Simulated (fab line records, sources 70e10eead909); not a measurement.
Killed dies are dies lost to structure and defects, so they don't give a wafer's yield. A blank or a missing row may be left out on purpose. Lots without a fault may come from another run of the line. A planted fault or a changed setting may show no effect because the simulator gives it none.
A struck lot beside a sound one | flow nand_harc | 24 steps out of a route of 1302
Sound: wafers L479.3, L479.5, L479.6. Struck: wafers L474.1, L474.2, L474.4. The cause comes at the end.
At each step with rows: each side's tool, then ch and its chambers, then its first start. Under that, the readings that differ: sound wafers | struck wafers | difference of the means | sigmas: that difference in standard deviations of wafers without a fault.
alike: readings whose means differ by less than 2 such deviations, and words and numbers that are the same on both sides. not compared: withheld readings, readings that some wafer has no value for, bounds like >300 that may hide the same value, and numbers for which the record gives no deviation and whose values overlap.
The two part at a step that has a row with sigmas, a row that says differs or no value, or rows on one side only. Numbers that don't overlap but have no deviation are shown without sigmas and don't part them. A reading that every wafer of one side lacks parts them only if that side has two wafers or more.

first, 9 steps without rows for these wafers: NHARC_A_CHANNEL_HOLE_D2_DESCUM_15 (chemistry O2, time 3 s); NHARC_A_CHANNEL_HOLE_D2_ETCH_38 (etches the open film in CF4, target depth 39 nm, time 65 s); NHARC_A_CHANNEL_HOLE_D2_ETCH_39 (etches the open film in N2/H2, target depth 260 nm, time 325 s); NHARC_A_CHANNEL_HOLE_D2_ETCH_34 (etches the open film in CF4/CHF3, target depth 154 nm, time 77 s); NHARC_A_CHANNEL_HOLE_D2_ETCH_16 (etches the open film in O2/COS, target depth 3100 nm, time 806 s); NHARC_A_CHANNEL_HOLE_D2_ETCH_19 (etches the open film in C4F8/O2/Ar, time 34.5 s); NHARC_A_CHANNEL_HOLE_D2_ETCH_20 (etches the open film in C4F8/O2/Ar, time 361.9 s, target depth 1600 nm); NHARC_A_CHANNEL_HOLE_D2_ETCH_21 (etches the open film in C4F8/O2/Ar, time 514.3 s, target depth 1600 nm); NHARC_A_CHANNEL_HOLE_D2_ETCH_22 (etches the open film in C4F8/O2/Ar, time 666.7 s, target depth 1600 nm).
NHARC_A_CHANNEL_HOLE_D2_ETCH_23: etches the open film in C4F8/O2/Ar, time 819 s, target depth 1600 nm.
  sound on har_etch-01 ch 0,1, day 19 21:13; struck on har_etch-01 ch 0,1, day 17 16:45
  no value came back on the struck wafers for any of 6 readings (c4f8_flow_sccm (sccm), chamber_pressure_mTorr (mTorr) and others); on the sound wafers c4f8_flow_sccm (sccm) reads 89.07 89.00 89.15
then, 7 steps without rows for these wafers: NHARC_A_CHANNEL_HOLE_D2_ETCH_24 (etches the open film in C4F8/O2/Ar, time 906.2 s, target depth 1500 nm); NHARC_A_CHANNEL_HOLE_D2_ETCH_25 (etches the open film in C4F8/O2/Ar, time 1040.2 s, target depth 1500 nm); NHARC_A_CHANNEL_HOLE_D2_ETCH_26 (etches the open film in C4F8/O2/Ar, time 224.1 s, target depth 300 nm); NHARC_A_CHANNEL_HOLE_D2_ETCH_27 (etches the open film in C4F8/O2/Ar, time 90 s, target depth 400 nm); NHARC_A_CHANNEL_HOLE_D2_STRIP_41 (strips in N2/H2); NHARC_A_CHANNEL_HOLE_D2_STRIP_42 (strips in CF4/CHF3); NHARC_A_CHANNEL_HOLE_D2_STRIP_43 (strips in O2/COS).
NHARC_A_CHANNEL_HOLE_D2_ETCH_44: etches the open film in CF4/O2, target depth 140 nm, overetch 14 nm, time 77 s.
  sound on rie_diel-01 ch 0,3, day 20 00:16; struck on rie_diel-12 ch 0,3, day 17 20:04
  reading                            | sound            | struck            | difference | sigmas
  model.A_CHANNEL_HOLE_D2.cd_nm (nm) | 91.19 88.3 90.59 | 100.8 98.79 98.81 | +9.4       |
  alike: bias_w, cf4_flow_sccm, drypump_motor_current_A, oes_product_au, rf_vpp_V, showerhead_plenum_p_Torr, throttle_valve_pct
  not compared: rf_hours_counter_h
then, 3 steps without rows for these wafers: NHARC_A_CHANNEL_HOLE_D2_STRIP_28 (strips in O2); NHARC_A_CHANNEL_HOLE_D2_PRECLEAN_29 (cleans in SC1); NHARC_A_CHANNEL_HOLE_D2_SRD_30.
NHARC_A_CHANNEL_HOLE_D2_CD_MEAS_31:
  sound on cd_sem-02, day 20 01:06; struck on cd_sem-03, day 17 20:59
  reading    | sound          | struck      | difference | sigmas
  cd_nm (nm) | 91.6 87.5 91.0 | 0.0 0.7 0.8 | -89.5      | -64
NHARC_A_CHANNEL_HOLE_D2_XSEM_32:
  sound on xsem-02 ch 0, day 20 01:12; struck on xsem-02 ch 0, day 17 21:05
  reading        | sound          | struck         | difference | sigmas
  bot_cd_nm (nm) | 76.8 72.2 76.2 | 0.6 1.1 1.1    | -74.1      | -49
  bow_nm (nm)    | 8.61 8.58 8.61 | 0.53 0.53 0.53 | -8.07      | -30
  alike: tilt_deg
-- the record jumps here: 11 days lie between the struck wafers' starts before and after (it left off in module A_CHANNEL_HOLE_D2 and takes up again in module END, whose first step shown is number 1302 of the route) --
NHARC_END_SORT_01:
  sound on prober-02 ch 0, day 31 00:13; struck on prober-01 ch 0, day 28 19:31
  reading         | sound    | struck      | difference | sigmas
  killed_at_array | 52 49 52 | 668 670 672 | +619       | +31
  killed_dies     | 56 53 56 | 677 677 677 | +622       | +31
  alike: killed_at_other, killed_at_periphery, killed_open, killed_short

WHERE THEY PART
First at NHARC_A_CHANNEL_HOLE_D2_ETCH_23; last, within this record, at NHARC_END_SORT_01.

WHY: what the simulator had put in
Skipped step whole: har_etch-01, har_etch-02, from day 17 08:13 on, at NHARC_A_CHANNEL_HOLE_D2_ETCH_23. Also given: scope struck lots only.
